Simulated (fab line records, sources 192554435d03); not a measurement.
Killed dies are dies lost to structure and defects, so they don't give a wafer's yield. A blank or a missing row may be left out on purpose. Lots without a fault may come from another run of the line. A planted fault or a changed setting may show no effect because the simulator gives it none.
Chamber matching | flow n5_finfet | N5_BEOL_M9_ETCH_65 on rie_diel-02: 4 sister chambers
The step etches SiARC in CF4, target depth 15.6 nm, time 26 s. 4 wafers are shown with their chamber, then 12 later ones without.

WAFERS WITH THEIR CHAMBER
wafer  | chamber | showerhead_plenum_p_Torr (Torr)
L084.2 | 3       | 2.26
L084.5 | 2       | 2.16
L085.1 | 1       | 2.12
L085.6 | 0       | 2.11

WAFERS WITHOUT THEIR CHAMBER
wafer  | showerhead_plenum_p_Torr (Torr)
L087.1 | 2.15
L087.2 | 2.25
L087.5 | 2.12
L086.1 | 2.25
L086.5 | 2.25
L086.6 | 2.10
L088.1 | 2.15
L088.2 | 2.10
L088.4 | 2.11
L094.1 | 2.10
L094.4 | 2.15
L094.5 | 2.25

WHICH CHAMBER EACH WENT THROUGH
wafer  | from the rows above     | in truth
L087.1 | 2                       | 2
L087.2 | 3                       | 3
L087.5 | can't be placed: 1 or 0 | 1
L086.1 | 3                       | 3
L086.5 | 3                       | 3
L086.6 | can't be placed: 0 or 1 | 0
L088.1 | 2                       | 2
L088.2 | can't be placed: 0 or 1 | 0
L088.4 | can't be placed: 0 or 1 | 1
L094.1 | can't be placed: 0 or 1 | 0
L094.4 | 2                       | 2
L094.5 | 3                       | 3
Placed correctly: 7 of 12. Can't be placed from these rows: 5 (the true chamber is among the candidates in 5). Placed wrongly: 0.
How it was worked out, from the rows above alone: a wafer's distance from a chamber is the root of the sum, over the readings, of the square of ((its reading less the chamber's mean) divided by the reading's scatter). The wafer belongs to the nearest chamber; if the next one is less than 2 further off, it can't be placed. A chamber's mean is the mean of its shown wafers. The scatter: with one shown wafer a chamber, the root of the mean of the squares of how far each hidden wafer lies from its nearest shown one.
